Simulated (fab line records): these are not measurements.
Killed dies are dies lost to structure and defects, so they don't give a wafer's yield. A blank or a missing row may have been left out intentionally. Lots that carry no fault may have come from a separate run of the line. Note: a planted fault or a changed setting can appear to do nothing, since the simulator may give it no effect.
A lot that was struck, set against a sound lot + flow n5_finfet + 14 out of 1938 route steps
Sound: wafers L824.2, L824.5, L824.6. Wafers struck: L815.1, L815.2, L815.5. Last of all comes the cause.
Order at every step that has rows: each side's tool, ch and its chambers, its first start. Under that, the readings that differ: sound wafers + struck wafers + difference of the means + sigmas: that difference in standard deviations of wafers without a fault.
alike: same words and numbers on both sides, and readings whose means sit less than 2 such deviations apart. not compared: any withheld reading, any reading some wafer has no value for, any bound like >300 that may hide the same value, and any number with overlapping values for which the record gives no deviation.
The two part at a step that has a row with sigmas, a row that says differs or no value, or rows on one side only. Numbers that don't overlap but have no deviation are shown without sigmas and don't part them. A reading missing from all wafers of one side parts the sides only when that side holds two or more wafers.

N5_BEOL_M1_ILD_DEP_00: deposits SiOC from DEMS/O2, target thk 79 nm, time 15.3 s.
  sound on pecvd-03 ch 0,1,2, day 10 12:05; struck on pecvd-01 ch 1,2, day 8 10:24
  alike: heater_power_w, rf_fwd_power_W, showerhead_plenum_p_Torr, throttle_valve_pct
N5_BEOL_M1_THK_MEAS_01:
  struck on film_metro-01, day 8 10:28; sound on film_metro-01, day 10 12:09
  alike: M1_ILD_THK
N5_BEOL_M1_PECVD_72: deposits SiO2 from TEOS/O2, target thk 16 nm, time 18 s.
  sound on pecvd-01 ch 0,1, day 10 12:11; struck on pecvd-03 ch 1,2, day 8 10:30
  alike: heater_power_w, rf_fwd_power_W, showerhead_plenum_p_Torr, throttle_valve_pct
N5_BEOL_M1_HM_DEP_02: deposits TiN, target thk 20 nm.
  struck on pvd_sputter-02, day 8 11:25; sound on pvd_sputter-03, day 10 16:01
  alike: substrate_temp_c, throttle_valve_pct
then, 8 steps without rows for these wafers: N5_BEOL_M1_COAT_61 (time 60 s, resist thk 60 nm); N5_BEOL_M1_COAT_62 (time 60 s, resist thk 12 nm); N5_BEOL_M1_COAT_73 (time 60 s, resist thk 5 nm); N5_BEOL_M1_COAT_05 (resist thk 30 nm); N5_BEOL_M1_EBR_07; N5_BEOL_M1_SOFTBAKE_06 (time 60 s); N5_BEOL_M1_EXPOSE_08 (exposes mask M1); N5_BEOL_M1_PEB_09 (peb time 60 s).
N5_BEOL_M1_DEVELOP_10: develop time 30 s.
  sound on litho_track-03 ch 0, day 10 16:21; struck on litho_track-03, day 8 11:53
  no value came back on the struck wafers for chill_plate_temp_C (C), develop_time_s (s); on the sound wafers chill_plate_temp_C (C) reads 22.92 23.04 23.16
| reading                                      | sound          | struck   | difference | sigmas |
|----------------------------------------------|----------------|----------|------------|--------|
| model.CAR-EUV_of_BEOL_M1_COAT_05.thk_nm (nm) | 29.6 29.6 29.6 | 30 30 30 | +0         |        |
N5_BEOL_M1_CD_MEAS_11 targets a cd of 17.05 nm.
  sound on cd_sem-02 ch 0, day 10 16:25; struck on cd_sem-02 ch 0, day 8 11:56
| reading    | sound             | struck | difference                    | sigmas |
|------------|-------------------|--------|-------------------------------|--------|
| cd_nm (nm) | 17.02 16.83 17.37 | - - -  | no value on the struck wafers |        |

== WHERE THEY PART ==
Earliest at N5_BEOL_M1_DEVELOP_10; latest, in this record, at N5_BEOL_M1_CD_MEAS_11.

WHY: what the simulator had put in
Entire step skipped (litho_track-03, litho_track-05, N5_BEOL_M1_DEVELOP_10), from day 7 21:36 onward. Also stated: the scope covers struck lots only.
